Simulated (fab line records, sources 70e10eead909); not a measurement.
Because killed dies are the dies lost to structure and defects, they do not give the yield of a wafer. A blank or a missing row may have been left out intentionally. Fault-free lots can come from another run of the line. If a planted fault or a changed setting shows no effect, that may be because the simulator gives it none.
fab line records    flow nand_harc
record: lots: 6  wafers: 18  last_day: 35
route steps=1302 shown A_BONDPAD@1211
lots with no fault: from the same line, run without faults
start_h: the number of hours between the record's first day and the start of the first shown wafer of the lot    wait_h: time in hours since the lot's previous step    " repeats the value in the row above    L1.1+2: a single row standing in for several wafers    - either no value or no given start    * or withheld: withheld    < > ~ a bound
route shown NAME@n: names a module that has steps shown in the file, with the first one's number in the route    usual: mean and standard deviation over wafers with no fault    same: alike in all rows    chamber/n: place in a boat    sites: each site's reading    _std_site: how widely they spread, as a standard deviation    _edge_site: outer sites' mean less inner sites'    radius_mm: how far each site lies from the wafer's centre    mask NAME#n: copy n    behind: the tool/chamber that last shaped the wafer    hold: what put the lot on hold/how long, in hours/how the hold closed    device: names the non-switching transistor (n, p or np)    end of line: tests of these same wafers at the route's end    where a step has no rows: the recipe by itself    killed: not the wafer's yield, but the dies lost to structure and defects at the first sort    map: dies across one wafer; x = killed, . = not, _ = none there
set.NAME: the run value of the setting; set.NAME@STEP: its run value at that earlier step    model.NAME: the simulator's own value behind a step, which no gauge read
a table for each step, a row for each wafer; lots at some steps of the route
services: a tool's chamber out of use, with start hour (start_h, from the record's first day; less than 0 if before it), hours out, and reason
== steps ==
step: NHARC_A_BONDPAD_EBR_05
step: NHARC_A_BONDPAD_EXPOSE_06
recipe: na: 0.55  dose_mj: 36.99  mask_id: A_BPAD
step: NHARC_A_BONDPAD_PEB_07
recipe: peb_temp_c: 128  peb_time_s: 80
step: NHARC_A_BONDPAD_DEVELOP_08
recipe: time_s: 50  dev_temp_c: 22
step: NHARC_A_BONDPAD_CD_MEAS_09
recipe: target_cd_nm: 500  landing_energy_ev: 500
usual: cd_nm: 500.9/1.6
same: landing_energy_ev: 500
lot.wafer  tool       chamber  start_h  wait_h  cd_nm
L112.1     cd_sem-02  0        532.92   -       498.9
L112.2     "          0        "        "       500.7
L112.3     "          0        "        "       501.4
L128.1     cd_sem-03  0        693.95   -       500.1
L128.2     "          0        "        "       501.2
L128.5     "          0        "        "       501.2
L129.1     cd_sem-01  0        709.96   -       500.7
L129.2     "          0        "        "       499.7
L129.5     "          0        "        "       499.1
L133.1     cd_sem-03  0        746.02   -       499.4
L133.3     "          0        "        "       498.4
L133.5     "          0        "        "       498.0
L135.1     cd_sem-03  0        764.59   -       499.4
L135.3     "          0        "        "       502.1
L135.5     "          0        "        "       502.2
L134.4     cd_sem-01  0        785.01   -       501.3
L134.5     "          0        "        "       501.1
L134.6     "          0        "        "       501.2
step: NHARC_A_BONDPAD_OVL_MEAS_35
usual: overlay_x_nm: -1/5.5  overlay_y_nm: 1/5.4
lot.wafer  tool        chamber  start_h  wait_h  overlay_x_nm  overlay_y_nm
L112.1     overlay-02  -        533.01   -       -6            -9
L112.2     "           -        "        "       -7            -9
L112.3     "           -        "        "       -7            -9
L128.1     overlay-02  -        694.04   -       -2            7
L128.2     "           -        "        "       -3            7
L128.5     "           -        "        "       -3            7
L129.1     overlay-01  -        710.05   -       7             2
L129.2     "           -        "        "       7             3
L129.5     "           -        "        "       8             2
L133.1     overlay-02  -        746.11   -       8             1
L133.3     "           -        "        "       9             1
L133.5     "           -        "        "       8             1
L135.1     overlay-02  -        764.68   -       1             1
L135.3     "           -        "        "       1             1
L135.5     "           -        "        "       1             2
L134.4     overlay-01  -        785.09   -       -10           -9
L134.5     "           -        "        "       -10           -9
L134.6     "           -        "        "       -10           -9
step: NHARC_A_BONDPAD_HARDBAKE_10
recipe: temp_c: 118  time_s: 65
step: NHARC_A_BONDPAD_DESCUM_11
recipe: time_s: 3  o2_flow_sccm: 200  ar_flow_sccm: 0  bias_power_w: 0  chemistry: O2
usual: drypump_motor_current_A: 5.9/0.54  oes_product_au: 0.998/0.0069  rf_vpp_V: 57.9/0.85  showerhead_plenum_p_Torr: 1.92/0.073  throttle_valve_pct: 11.310/0.0086
same: bias_power_w: 0
lot.wafer  tool         chamber  start_h  wait_h  drypump_motor_current_A  oes_product_au  rf_hours_counter_h  rf_vpp_V  showerhead_plenum_p_Torr  throttle_valve_pct
L112.3     rie_diel-07  1        533.14   -       5.8                      0.991           1                   57.8      2.02                      11.306
L112.2     "            2        "        "       5.1                      1.003           1                   56.1      1.92                      11.320
L112.1     "            3        "        "       6.5                      0.992           1                   58.8      1.89                      11.302
L128.1     rie_diel-08  3        694.17   -       5.9                      0.985           24                  58.4      1.99                      11.306
L128.2     "            1        "        "       6.1                      0.989           23                  58.4      1.83                      11.305
L128.5     "            3        "        "       5.8                      0.995           -                   57.0      1.99                      11.294
L129.2     rie_diel-08  1        710.17   -       6.1                      0.998           26                  56.1      1.83                      11.314
L129.1     "            2        "        "       5.6                      0.996           26                  59.4      2.00                      11.330
L129.5     "            1        "        "       6.1                      1.012           -                   57.1      1.83                      11.301
L133.1     rie_diel-07  0        746.24   -       6.1                      1.007           2                   58.3      1.82                      11.321
L133.3     "            2        "        "       5.0                      0.991           2                   59.2      1.92                      11.308
L133.5     "            0        "        "       6.1                      0.997           -                   57.4      1.82                      11.321
L135.1     rie_diel-07  2        764.81   -       5.0                      0.992           2                   57.4      1.92                      11.310
L135.3     "            3        "        "       6.5                      0.995           2                   57.2      1.89                      11.330
L135.5     "            2        "        "       5.0                      0.991           -                   57.8      1.92                      11.306
L134.4     rie_diel-07  0        785.23   -       6.2                      1.002           3                   57.1      1.82                      11.320
L134.6     "            2        "        "       5.1                      0.991           -                   58.4      1.92                      11.304
L134.5     "            3        "        "       6.5                      0.993           -                   57.3      1.89                      11.328
step: NHARC_A_BONDPAD_ETCH_34
recipe: target_depth_a: 600  overetch_a: 180  time_s: 65.91  ion_energy_ev: 200  n2_flow_sccm: 150  h2_flow_sccm: 150  ar_flow_sccm: 0  rf_w: 400  bias_w: 150  chemistry: N2/H2
usual: drypump_motor_current_A: 5.9/0.51  n2_flow_sccm: 150.1/0.47  oes_product_au: 0.998/0.0065  rf_vpp_V: 430.7/2.4  run_length_s: 87.1/0.45  showerhead_plenum_p_Torr: 2.05/0.083  throttle_valve_pct: 14.171/0.0089
lot.wafer  tool         chamber  start_h  wait_h  drypump_motor_current_A  n2_flow_sccm  oes_product_au  rf_hours_counter_h  rf_vpp_V  run_length_s  showerhead_plenum_p_Torr  throttle_valve_pct
L112.3     rie_diel-07  3        533.22   0.1     6.5                      149.7         0.996           1                   428.9     87.5          2.01                      14.173
L112.2     "            0        "        "       6.2                      149.7         0.994           1                   428.6     87.1          1.94                      14.156
L112.1     "            1        "        "       5.8                      150.3         0.998           1                   433.6     86.3          2.15                      14.162
L128.1     rie_diel-08  2        694.72   0.5     5.6                      150.8         0.992           24                  432.1     87.3          2.13                      14.179
L128.2     "            3        "        "       5.8                      150.1         0.994           24                  431.7     87.1          2.13                      14.157
L128.5     "            3        "        "       5.8                      149.6         0.995           -                   432.7     87.5          2.13                      14.177
L129.2     rie_diel-08  1        710.26   0.1     6.1                      150.4         0.997           26                  428.2     86.9          1.95                      14.170
L129.1     "            0        "        "       6.0                      150.4         1.006           25                  433.6     87.3          2.09                      14.166
L129.5     "            2        "        "       5.6                      151.6         0.998           -                   433.5     87.4          2.13                      14.168
L133.1     rie_diel-07  1        746.32   0.1     5.8                      149.6         0.985           3                   434.6     86.5          2.15                      14.172
L133.3     "            2        "        "       5.1                      150.2         1.001           2                   430.5     86.9          2.05                      14.163
L133.5     "            1        "        "       5.8                      150.0         0.982           -                   434.1     86.8          2.15                      14.179
L135.1     rie_diel-07  1        764.89   0.1     5.7                      149.5         0.994           3                   433.8     86.5          2.15                      14.175
L135.3     "            0        "        "       6.1                      150.1         1.007           3                   428.7     87.1          1.94                      14.165
L135.5     "            2        "        "       5.1                      150.0         0.999           -                   429.2     87.3          2.05                      14.175
L134.4     rie_diel-07  2        785.31   0.1     5.1                      150.3         1.000           3                   429.2     87.0          2.05                      14.177
L134.5     "            1        "        "       5.8                      150.3         0.988           -                   434.6     86.6          2.15                      14.168
L134.6     "            2        "        "       5.0                      149.6         0.998           -                   430.3     87.2          2.05                      14.183
step: NHARC_A_BONDPAD_ETCH_12
recipe: target_depth_a: 2200  time_s: 110  chf3_flow_sccm: 50  o2_flow_sccm: 10  ar_flow_sccm: 200  rf_w: 500  bias_w: 200  chemistry: CHF3/O2
usual: drypump_motor_current_A: 5.9/0.5  oes_product_au: 0.944/0.022  rf_vpp_V: 370.6/2.1  run_length_s: 131.3/0.43  showerhead_plenum_p_Torr: 2.41/0.092  throttle_valve_pct: 20.573/0.0097
lot.wafer  tool         chamber  start_h  wait_h  drypump_motor_current_A  oes_product_au  rf_hours_counter_h  rf_vpp_V  run_length_s  showerhead_plenum_p_Torr  throttle_valve_pct
L112.3     rie_diel-07  0        -        -       6.1                      0.943           1                   368.1     131.1         2.30                      20.578
L112.1     "            2        "        "       5.0                      0.944           1                   371.7     131.4         2.41                      20.574
L112.2     "            3        "        "       6.5                      0.937           1                   370.3     132.0         2.37                      20.571
L128.1     rie_diel-08  2        -        -       5.6                      0.926           24                  373.0     131.3         2.50                      20.582
L128.2     "            1        "        "       6.1                      0.931           24                  368.7     131.3         2.30                      20.563
L128.5     "            1        "        "       6.1                      0.934           -                   369.2     131.1         2.30                      20.576
L129.2     rie_diel-08  1        -        -       6.1                      0.935           26                  367.5     131.7         2.30                      20.569
L129.1     "            0        "        "       6.0                      0.920           25                  371.1     131.2         2.46                      20.570
L129.5     "            2        "        "       5.6                      0.913           -                   373.0     131.2         2.50                      20.562
L133.1     rie_diel-07  1        -        -       5.7                      0.911           3                   372.3     130.5         2.52                      20.571
L133.3     "            2        "        "       5.1                      0.969           2                   371.4     131.2         2.41                      20.571
L133.5     "            1        "        "       5.8                      0.923           -                   373.2     131.2         2.53                      20.580
L135.1     rie_diel-07  3        -        -       6.5                      0.917           3                   370.3     132.0         2.37                      20.562
L135.3     "            0        "        "       6.2                      0.919           3                   367.4     131.7         2.29                      20.566
L135.5     "            0        "        "       6.2                      0.911           -                   368.5     131.0         2.29                      20.567
L134.4     rie_diel-07  1        -        -       5.7                      0.973           4                   373.4     130.6         2.52                      20.572
L134.6     "            0        "        "       6.1                      0.976           -                   368.5     131.3         2.29                      20.588
L134.5     "            1        "        "       5.7                      0.967           -                   371.8     130.9         2.52                      20.561
step: NHARC_A_BONDPAD_CD_MEAS_13
usual: cd_nm: 500.3/1.8
lot.wafer  tool       chamber  start_h  wait_h  cd_nm
L112.1     cd_sem-02  -        533.45   -       498.4
L112.2     "          -        "        "       499.8
L112.3     "          -        "        "       500.2
L128.1     cd_sem-03  -        695.08   -       498.8
L128.2     "          -        "        "       500.0
L128.5     "          -        "        "       499.5
L129.1     cd_sem-01  -        710.49   -       498.9
L129.2     "          -        "        "       498.3
L129.5     "          -        "        "       498.0
L133.1     cd_sem-03  -        746.55   -       498.2
L133.3     "          -        "        "       498.3
L133.5     "          -        "        "       497.0
L135.1     cd_sem-01  -        765.12   -       498.0
L135.3     "          -        "        "       501.2
L135.5     "          -        "        "       501.9
L134.4     cd_sem-03  -        785.54   -       501.5
L134.5     "          -        "        "       499.9
L134.6     "          -        "        "       500.7
step: NHARC_A_BONDPAD_STRIP_15
recipe: o2_flow_sccm: 500  ar_flow_sccm: 0  bias_w: 0  chemistry: O2
usual: drypump_motor_current_A: 5.9/0.49  oes_product_au: 1.001/0.0073  rf_vpp_V: 57.7/0.88  showerhead_plenum_p_Torr: 3.54/0.13  throttle_valve_pct: 17.036/0.0085
lot.wafer  tool         chamber  start_h  wait_h  drypump_motor_current_A  oes_product_au  rf_hours_counter_h  rf_vpp_V  showerhead_plenum_p_Torr  throttle_valve_pct
L112.3     rie_diel-08  3        533.54   0.1     5.8                      0.999           27                  57.0      3.68                      17.048
L112.1     "            0        "        "       6.0                      0.994           26                  59.9      3.63                      17.041
L112.2     "            1        "        "       6.1                      0.995           27                  57.3      3.40                      17.036
L128.1     rie_diel-07  0        695.15   0.1     6.2                      1.005           2                   58.2      3.37                      17.029
L128.2     "            3        "        "       6.5                      1.001           1                   58.0      3.48                      17.030
L128.5     "            3        "        "       6.5                      1.014           -                   57.2      3.48                      17.042
L129.1     rie_diel-07  0        710.58   0.1     6.2                      1.001           2                   57.4      3.37                      17.025
L129.2     "            1        "        "       5.7                      1.009           2                   58.6      3.70                      17.044
L129.5     "            3        "        "       6.5                      1.004           -                   57.3      3.48                      17.014
L133.1     rie_diel-08  2        746.62   0.1     5.7                      1.012           4                   58.5      3.67                      17.041
L133.3     "            0        "        "       6.0                      0.997           4                   57.7      3.61                      17.035
L133.5     "            3        "        "       5.8                      0.999           -                   58.3      3.66                      17.040
L135.1     rie_diel-07  1        765.20   0.1     5.8                      0.997           3                   58.2      3.70                      17.019
L135.3     "            2        "        "       5.0                      0.995           2                   58.0      3.54                      17.048
L135.5     "            2        "        "       5.1                      0.991           -                   58.0      3.54                      17.049
L134.4     rie_diel-07  0        785.65   0.1     6.2                      1.001           3                   57.8      3.37                      17.030
L134.5     "            1        "        "       5.8                      1.002           -                   57.7      3.70                      17.031
L134.6     "            2        "        "       5.0                      0.991           -                   57.1      3.54                      17.038
step: NHARC_A_BONDPAD_ETCH_24
recipe: target_depth_a: 300  over_etch_frac: 0.3  time_s: 72.99  ion_energy_ev: 150  cf4_flow_sccm: 50  n2_flow_sccm: 100  ar_flow_sccm: 150  rf_w: 300  bias_w: 100  chemistry: CF4/N2
usual: drypump_motor_current_A: 5.9/0.48  n2_flow_sccm: 99.98/0.3  oes_product_au: 0.999/0.0078  rf_vpp_V: 314.3/2  run_length_s: 94.2/0.45  showerhead_plenum_p_Torr: 2.63/0.098  throttle_valve_pct: 19.795/0.0092
lot.wafer  tool         chamber  start_h  wait_h  drypump_motor_current_A  n2_flow_sccm  oes_product_au  rf_hours_counter_h  rf_vpp_V  run_length_s  showerhead_plenum_p_Torr  throttle_valve_pct
L112.1     rie_diel-08  2        533.68   -       5.6                      99.60         0.996           26                  316.8     94.1          2.75                      19.805
L112.3     "            3        "        "       5.9                      100.38        0.997           27                  316.8     94.1          2.74                      19.812
L112.2     "            0        "        "       6.0                      99.86         0.994           26                  315.5     93.9          2.70                      19.794
L128.2     rie_diel-07  0        695.33   0.1     6.2                      99.74         1.008           2                   312.1     73.2          2.51                      19.794
L128.1     "            1        "        "       5.7                      99.84         0.985           2                   317.5     93.5          2.76                      19.789
L128.5     "            1        "        "       5.8                      100.03        0.991           -                   315.2     72.5          2.76                      19.772
L129.2     rie_diel-07  2        710.71   -       5.0                      99.90         0.994           1                   315.3     72.7          2.64                      19.808
L129.1     "            1        "        "       5.8                      100.03        0.986           2                   316.9     93.8          2.76                      19.785
L129.5     "            3        "        "       6.5                      99.73         0.996           -                   311.7     73.4          2.59                      19.800
L133.1     rie_diel-08  2        746.77   -       5.6                      100.04        1.001           4                   316.0     94.4          2.73                      19.798
L133.3     "            0        "        "       6.0                      99.73         1.000           4                   314.8     94.1          2.69                      19.784
L133.5     "            3        "        "       5.8                      99.76         1.005           -                   316.0     94.7          2.72                      19.797
L135.1     rie_diel-07  2        765.35   -       5.1                      99.64         0.998           2                   314.4     94.2          2.64                      19.794
L135.3     "            3        "        "       6.5                      99.75         0.992           3                   312.7     95.3          2.59                      19.804
L135.5     "            2        "        "       5.1                      99.75         0.991           -                   314.0     93.9          2.64                      19.799
L134.4     rie_diel-07  3        785.76   -       6.5                      99.63         1.000           3                   314.5     94.9          2.59                      19.789
L134.6     "            3        "        "       6.5                      99.69         0.997           -                   313.1     94.6          2.59                      19.798
L134.5     "            0        "        "       6.1                      99.98         1.003           -                   311.8     93.9          2.51                      19.791
step: NHARC_A_BONDPAD_STRIP_16
recipe: time_s: 600  temp_c: 30  chemistry: post_etch_residue_remover
== services ==
tool         chamber  start_h  hours  kind
rie_diel-07  0        529.20   -      clean
rie_diel-07  1        529.20   -      clean
rie_diel-07  2        529.20   -      clean
rie_diel-07  3        529.20   -      clean
rie_diel-08  -        546.12   9.0    pm
rie_diel-07  0        553.70   -      clean
rie_diel-07  1        553.70   -      clean
rie_diel-07  2        553.70   -      clean
rie_diel-07  3        553.70   -      clean
rie_diel-07  0        578.20   -      clean
rie_diel-07  1        578.20   -      clean
rie_diel-07  2        578.20   -      clean
rie_diel-07  3        578.20   -      clean
rie_diel-07  0        602.70   -      clean
rie_diel-07  1        602.70   -      clean
rie_diel-07  2        602.70   -      clean
rie_diel-07  3        602.70   -      clean
rie_diel-07  -        648.20   9.0    pm
rie_diel-08  2        650.03   5.1    repair
rie_diel-07  -        671.52   0.3    repair
rie_diel-07  2        682.05   21.1   repair
rie_diel-08  0        693.17   7.0    repair
rie_diel-08  -        723.12   9.0    pm
rie_diel-08  0        757.23   3.3    repair
== key ==
first_sign: step: NHARC_A_BONDPAD_ETCH_24  reading: run_length_s  direction: down  sigmas: 48  usual: *  struck: *
effect none on later readings
met_at NHARC_A_BONDPAD_ETCH_24
struck_wafers L128.2,L128.5,L129.2,L129.5
sort_left_out L128.2,L128.5,L129.2,L129.5
fault: kind: process_parameter_drift  tool: rie_diel-07  chamber: -  onset_h: 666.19  steps: NHARC_A_BONDPAD_ETCH_24  channel: time_s  offset: *  shape: step  end_h: 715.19  scope: struck_wafers_only  acts_in: *  stated: *
sort_left_out: the simulated sort isn't trusted on such a fault, so these wafers' sort isn't shown, and their yield isn't known
